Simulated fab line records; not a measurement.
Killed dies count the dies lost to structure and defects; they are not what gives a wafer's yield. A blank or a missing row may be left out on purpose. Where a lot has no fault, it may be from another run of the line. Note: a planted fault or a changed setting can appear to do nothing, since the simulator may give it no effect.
Shared-tool check -- flow n5_finfet -- 14 lots, 34 wafers sampled

WHAT PROMPTED THE OPENING
N5_BEOL_M8_OVL_MEAS_29, reading V7_OVL: flagged on 2 of 14 lots. Wafers without a fault read -0.2 nm, standard deviation 0.7.
Rule: a lot gets a flag if all its wafers with a number sit over 4 standard deviations from that mean, or if no wafer of it has a number. All remaining lots are regarded as sound.

lot,measured,on,"V7_OVL (nm), wafer by wafer",flag
L445,day 9 13:07,overlay-01,-0.2 -0.2 -1.3,
L448,day 10 01:01,overlay-01,-0.7 -1.5,
L447,day 10 10:34,overlay-02,0.7 -0.7,
L449,day 10 11:16,overlay-01,-0.2 -0.9,
L451,day 10 18:05,overlay-01,-0.3 0.6,
L452,day 11 11:39,overlay-01,-0.9 0.1,
L453,day 11 14:40,overlay-01,0.0 -0.1,
L456,day 11 21:47,overlay-01,-1.8 -0.3 0.2,
L455,day 11 21:53,overlay-02,-0.5 -1.4,
L457,day 12 13:55,overlay-01,-0.9 -0.1,
L463,day 13 19:20,overlay-02,5.8 6.4 5.8,FLAGGED
L462,day 14 00:53,overlay-02,7.8 7.0 5.9,FLAGGED
L466,day 14 21:13,overlay-01,-0.6 -1.2 0.8,
L467,day 15 07:19,overlay-01,-0.2 -0.6 -0.5,
The mean of the flagged lots' numbers is 6.5 nm, +6.7 nm from the usual (+10 standard deviations).

TOOL THAT RAN EACH LOT
The record holds 1 process step before the reading, out of a route of 1938 steps. Read each cell as the tool, then ch plus the chambers that the sampled wafers visited, then the start.
lot,flag,N5_BEOL_M8_EXPOSE_25
L445,,"euv_scanner-02 ch 0, day 9 12:57"
L448,,"euv_scanner-02 ch 0, day 10 00:51"
L447,,"euv_scanner-02 ch 0, day 10 10:24"
L449,,"euv_scanner-02 ch 0, day 10 11:07"
L451,,"euv_scanner-02 ch 0, day 10 17:56"
L452,,"euv_scanner-01 ch 0, day 11 11:29"
L453,,"euv_scanner-01 ch 0, day 11 14:30"
L456,,"euv_scanner-01 ch 0, day 11 21:38"
L455,,"euv_scanner-01 ch 0, day 11 21:43"
L457,,"euv_scanner-01 ch 0, day 12 13:46"
L463,FLAGGED,"euv_scanner-02 ch 0, day 13 19:11"
L462,FLAGGED,"euv_scanner-02 ch 0, day 14 00:43"
L466,,"euv_scanner-01 ch 0, day 14 21:04"
L467,,"euv_scanner-01 ch 0, day 15 07:09"
What the steps here do:
- N5_BEOL_M8_EXPOSE_25: exposes mask V7, target cd 40 nm.
- N5_BEOL_M8_OVL_MEAS_29

FLAGGED AGAINST TOTAL, ONE TOOL AT A TIME (gauges that did the reading follow at the end)
step,tool,lots run,flagged,share of the flagged lots,sound lots run after its first flagged lot
N5_BEOL_M8_EXPOSE_25,euv_scanner-01,7,0,none,-
N5_BEOL_M8_EXPOSE_25,euv_scanner-02,7,2,all,0
N5_BEOL_M8_OVL_MEAS_29,overlay-01,10,0,none,-
N5_BEOL_M8_OVL_MEAS_29,overlay-02,4,2,all,0

WHAT THE TABLE ALLOWS
Every flagged lot went through 2 rows of the table: euv_scanner-02 at N5_BEOL_M8_EXPOSE_25 and overlay-02 at N5_BEOL_M8_OVL_MEAS_29.
- euv_scanner-02 at N5_BEOL_M8_EXPOSE_25 ran 7 lots, 2 of them flagged. Last sound lot L451 at day 10 17:56, first flagged lot L463 at day 13 19:11; a fault beginning in between fits.
- overlay-02 at N5_BEOL_M8_OVL_MEAS_29 ran 4 lots, 2 of them flagged. Last sound lot L455 at day 11 21:53, first flagged lot L463 at day 13 19:20; a fault beginning in between fits.
A lot count leaves these 2 tools indistinguishable: every one of them fits a fault beginning at some hour. More lots, or a look at what each step does to the wafer, might.

WHAT THE SIMULATOR HAD PUT IN
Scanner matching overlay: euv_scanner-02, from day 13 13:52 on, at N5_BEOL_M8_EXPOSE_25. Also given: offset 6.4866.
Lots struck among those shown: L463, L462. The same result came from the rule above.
